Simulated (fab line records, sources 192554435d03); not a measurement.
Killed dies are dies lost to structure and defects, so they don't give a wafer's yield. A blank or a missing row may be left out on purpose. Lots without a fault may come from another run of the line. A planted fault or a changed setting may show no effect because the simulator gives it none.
fab line records | flow n5_finfet
record lots=15 wafers=45 last_day=22
route steps=1938 shown MIM_TOP@1836 MIM_BOT_LITHO@1860
lots that met no fault: from a run of the same line without faults
start_h: hours from the record's first day to the start of the lot's first wafer shown | wait_h: hours since the lot's step before | " the same as in the row above | L1.1+2: a row that stands for several wafers | - no value, or no start given | * or withheld: withheld | < > ~ a bound
route shown NAME@n: a module of which the file shows steps, and the number in the route of the first | usual: mean/standard deviation of fault-free wafers | same: alike in all rows | chamber/n: place in a boat | sites: the reading at each site | _std_site: their standard deviation | _edge_site: outer sites' mean less inner sites' | radius_mm: how far each site lies from the wafer's centre | mask NAME#n: copy n | behind: the tool/chamber that last shaped the wafer | hold: why the lot was held/for how many hours/how that ended | device: the transistor (n, p or np) that didn't switch | end of line: the same wafers' tests at the end of the route | a step without rows: its recipe alone | killed: dies lost to structure and defects at the first sort, not the wafer's yield | map: a wafer's dies, x killed, . not, _ none there
set.NAME: the setting as run; set.NAME@STEP: as run at that earlier step | model.NAME: the simulator's own value behind a step, which no gauge read
steps of the route over a sample of lots; a table a step, a row a wafer
services: from which hour (start_h, from the record's first day; less than 0 if before it) a tool's chamber was out of use, for how many hours, and why
## steps
# step N5_MIM_TOP_ALD_02
# recipe material=Al2O3 target_thk_a=* temp_c=withheld ald_precursor_family=TMA ald_co_reactant=O3 pulse_time_s=withheld purge_time_s=3 co_reactant_purge_time_s=withheld co_reactant_pulse_time_s=3 ald_cycles=withheld
# usual precursor_pulse_height_rel=1.002/0.023
# columns lot.wafer tool chamber start_h wait_h precursor_pulse_height_rel
L977.1 ald_hk-01 3 - - 1.018
L977.3 " 1 " " 0.984
L977.5 " 3 " " 1.005
L978.2 ald_hk-02 0 - - 1.014
L978.4 " 1 " " 0.985
L978.5 " 0 " " 0.976
L979.4 ald_hk-02 2 - - 0.985
L979.5 " 3 " " 1.014
L979.6 " 2 " " 1.003
L983.3 ald_hk-01 0 - - 1.045
L983.4 " 3 " " 1.008
L983.5 " 0 " " 1.010
L984.1 ald_hk-03 1 - - 1.028
L984.2 " 2 " " 0.985
L984.4 " 0 " " 1.044
L986.2 ald_hk-02 1 - - 1.002
L986.3 " 0 " " 1.054
L986.4 " 2 " " 0.972
L987.4 ald_hk-03 1 - - 0.987
L987.5 " 3 " " 0.987
L987.6 " 0 " " 0.974
L989.3 ald_hk-03 2 - - 1.004
L989.5 " 0 " " 1.044
L989.6 " 3 " " 0.987
L990.2 ald_hk-02 3 - - 1.004
L990.4 " 0 " " 1.012
L990.6 " 1 " " 1.028
L991.2 ald_hk-02 2 - - 0.961
L991.5 " 1 " " 1.013
L991.6 " 0 " " 0.970
L100.3 ald_hk-01 1 - - 1.025
L100.4 " 2 " " 1.014
L100.5 " 0 " " 1.023
L992.1 ald_hk-01 2 - - 0.981
L992.2 " 0 " " 0.995
L992.3 " 1 " " 1.002
L997.1 ald_hk-03 2 - - 0.935
L997.5 " 2 " " 0.954
L997.6 " 3 " " 1.020
L999.3 ald_hk-03 3 - - 1.013
L999.4 " 1 " " 1.015
L999.6 " 2 " " 0.985
L985.1 ald_hk-01 1 - - 1.008
L985.3 " 0 " " 1.018
L985.6 " 1 " " 0.981
# step N5_MIM_TOP_DEGAS_04
# recipe ambient=vacuum temp_c=300 time_s=60
# usual heater_power_w=448/40
# columns lot.wafer tool chamber start_h wait_h heater_power_w
L977.1 pvd_sputter-01 - 281.08 - 411
L977.3 " - " " 450
L977.5 " - " " 410
L978.2 pvd_sputter-01 - 301.91 - 403
L978.4 " - " " 400
L978.5 " - " " 407
L979.4 pvd_sputter-02 - 324.23 - 433
L979.5 " - " " 410
L979.6 " - " " 487
L983.3 pvd_sputter-02 - 346.65 - 408
L983.4 " - " " 519
L983.5 " - " " 437
L984.1 pvd_sputter-03 - 378.97 - 502
L984.2 " - " " 511
L984.4 " - " " 404
L986.2 pvd_sputter-02 - 409.94 - 495
L986.3 " - " " 518
L986.4 " - " " 432
L987.4 pvd_sputter-02 - 410.06 - 525
L987.5 " - " " 402
L987.6 " - " " 487
L989.3 pvd_sputter-01 - 426.04 - 405
L989.5 " - " " 462
L989.6 " - " " 397
L990.2 pvd_sputter-02 - 448.91 - 485
L990.4 " - " " 515
L990.6 " - " " 405
L991.2 pvd_sputter-03 - 453.58 - 437
L991.5 " - " " 454
L991.6 " - " " 512
L100.3 pvd_sputter-02 - 471.68 - 407
L100.4 " - " " 521
L100.5 " - " " 496
L992.1 pvd_sputter-03 - 493.35 - 504
L992.2 " - " " 404
L992.3 " - " " 445
L997.1 pvd_sputter-01 - 498.31 - 398
L997.5 " - " " 467
L997.6 " - " " 412
L999.3 pvd_sputter-03 - 500.67 - 403
L999.4 " - " " 401
L999.6 " - " " 445
L985.1 pvd_sputter-02 - 504.33 - 517
L985.3 " - " " 407
L985.6 " - " " 483
# step N5_MIM_BOT_LITHO_DEVELOP_07
# recipe develop_time_s=60 rinse_liquid=diw dry=air_spin dev_temp_c=21
# usual chill_plate_temp_C=23.02/0.093 develop_time_s=60/0
# columns lot.wafer tool chamber start_h wait_h chill_plate_temp_C develop_time_s
L977.1 litho_track-05 0 282.25 - 22.85 60
L977.3 " 0 " " 22.94 60
L977.5 " 0 " " 22.93 60
L978.2 litho_track-05 0 303.20 - 23.16 60
L978.4 " 0 " " 23.08 60
L978.5 " 0 " " 23.07 60
L979.4 litho_track-05 0 325.51 - 23.17 60
L979.5 " 0 " " 23.01 60
L979.6 " 0 " " 22.89 60
L983.3 litho_track-02 0 347.71 - 22.98 60
L983.4 " 0 " " 23.06 60
L983.5 " 0 " " 23.07 60
L984.1 litho_track-04 0 380.15 - 22.85 60
L984.2 " 0 " " 22.98 60
L984.4 " 0 " " 23.00 60
L986.2 litho_track-04 0 411.14 - 23.12 60
L986.3 " 0 " " 22.96 60
L986.4 " 0 " " 23.04 60
L987.4 litho_track-05 0 411.28 - 22.99 60
L987.5 " 0 " " 22.95 60
L987.6 " 0 " " 23.16 60
L989.3 litho_track-02 0 427.21 - 23.06 60
L989.5 " 0 " " 23.04 60
L989.6 " 0 " " 23.01 60
L990.2 litho_track-05 0 455.05 - 23.02 60
L990.4 " 0 " " 23.04 60
L990.6 " 0 " " 23.17 60
L991.2 litho_track-02 0 455.09 - 22.96 60
L991.5 " 0 " " 23.00 60
L991.6 " 0 " " 23.06 60
L100.3 litho_track-02 0 472.91 - 23.04 60
L100.4 " 0 " " 22.77 60
L100.5 " 0 " " 22.94 60
L992.1 litho_track-05 - 494.42 - - -
L992.2 " - " " - -
L992.3 " - " " - -
L997.1 litho_track-05 - 499.63 - - -
L997.5 " - " " - -
L997.6 " - " " - -
L999.3 litho_track-02 - 501.89 - - -
L999.4 " - " " - -
L999.6 " - " " - -
L985.1 litho_track-04 0 505.57 - 23.02 60
L985.3 " 0 " " 23.06 60
L985.6 " 0 " " 23.02 60
# step N5_MIM_BOT_LITHO_OVL_MEAS_11
# recipe points_per_wafer=44
# usual MIM_BOT_OVL=-7/5.7
# columns lot.wafer tool chamber start_h wait_h MIM_BOT_OVL[nm]
L977.1 overlay-02 0 282.40 0.0 -2
L977.3 " 0 " " -2
L977.5 " 0 " " -1
L978.2 overlay-02 0 303.34 0.0 0
L978.4 " 0 " " -5
L978.5 " 0 " " -8
L979.4 overlay-02 0 325.65 0.0 -3
L979.5 " 0 " " -2
L979.6 " 0 " " -6
L983.3 overlay-01 0 347.85 0.0 -6
L983.4 " 0 " " -14
L983.5 " 0 " " -13
L984.1 overlay-01 0 380.29 0.0 1
L984.2 " 0 " " -14
L984.4 " 0 " " -9
L986.2 overlay-01 0 411.29 0.0 -4
L986.3 " 0 " " -3
L986.4 " 0 " " -18
L987.4 overlay-02 0 411.43 0.0 -12
L987.5 " 0 " " -6
L987.6 " 0 " " -15
L989.3 overlay-02 0 427.36 0.0 -8
L989.5 " 0 " " -13
L989.6 " 0 " " -2
L990.2 overlay-01 0 455.20 0.0 -3
L990.4 " 0 " " -2
L990.6 " 0 " " -12
L991.2 overlay-02 0 455.23 0.0 -14
L991.5 " 0 " " -17
L991.6 " 0 " " -5
L100.3 overlay-02 0 473.06 0.0 -12
L100.4 " 0 " " -5
L100.5 " 0 " " -17
L992.1 overlay-01 0 494.57 0.0 -
L992.2 " 0 " " -
L992.3 " 0 " " -
L997.1 overlay-01 0 499.78 0.0 -
L997.5 " 0 " " -
L997.6 " 0 " " -
L999.3 overlay-02 0 502.03 0.0 -
L999.4 " 0 " " -
L999.6 " 0 " " -
L985.1 overlay-02 0 505.72 0.0 -4
L985.3 " 0 " " -8
L985.6 " 0 " " -4
## services
# columns tool chamber start_h hours kind
pvd_sputter-03 - 273.75 1.9 repair
litho_track-04 - 283.77 - consumable_replace:filter
ald_hk-02 - 352.22 0.4 repair
ald_hk-01 - 359.51 0.3 repair
litho_track-04 - 360.56 - consumable_replace:filter
pvd_sputter-03 - 368.86 6.0 repair
pvd_sputter-01 - 437.04 27.5 repair
ald_hk-01 - 477.12 8.7 pm
ald_hk-03 - 485.75 8.7 pm
ald_hk-02 - 498.51 8.7 pm
## key
first_sign step=N5_MIM_BOT_LITHO_DEVELOP_07 reading=tool_record direction=missing
effect none on later readings
met_at N5_MIM_BOT_LITHO_DEVELOP_07
struck_lots L992,L997,L999
later_rows_left_out L992.1,L992.2,L992.3,L997.1,L997.5,L997.6,L999.3,L999.4,L999.6
sort_left_out L992.1,L992.2,L992.3,L997.1,L997.5,L997.6,L999.3,L999.4,L999.6
not_acting_at N5_MIM_TOP_ALD_02,N5_MIM_TOP_DEGAS_04,N5_MIM_BOT_LITHO_OVL_MEAS_11
onset_between 472.91 494.42
fault kind=skipped_step_whole tool=litho_track-02,litho_track-05 chamber=- onset_h=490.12 steps=N5_MIM_BOT_LITHO_DEVELOP_07 scope=struck_lots_only
# sort_left_out: the simulated sort isn't trusted on such a fault, so these wafers' sort isn't shown, and their yield isn't known
# later_rows_left_out: the simulator's readings of these wafers behind a module that went badly wrong aren't trusted and aren't shown, but for the sort
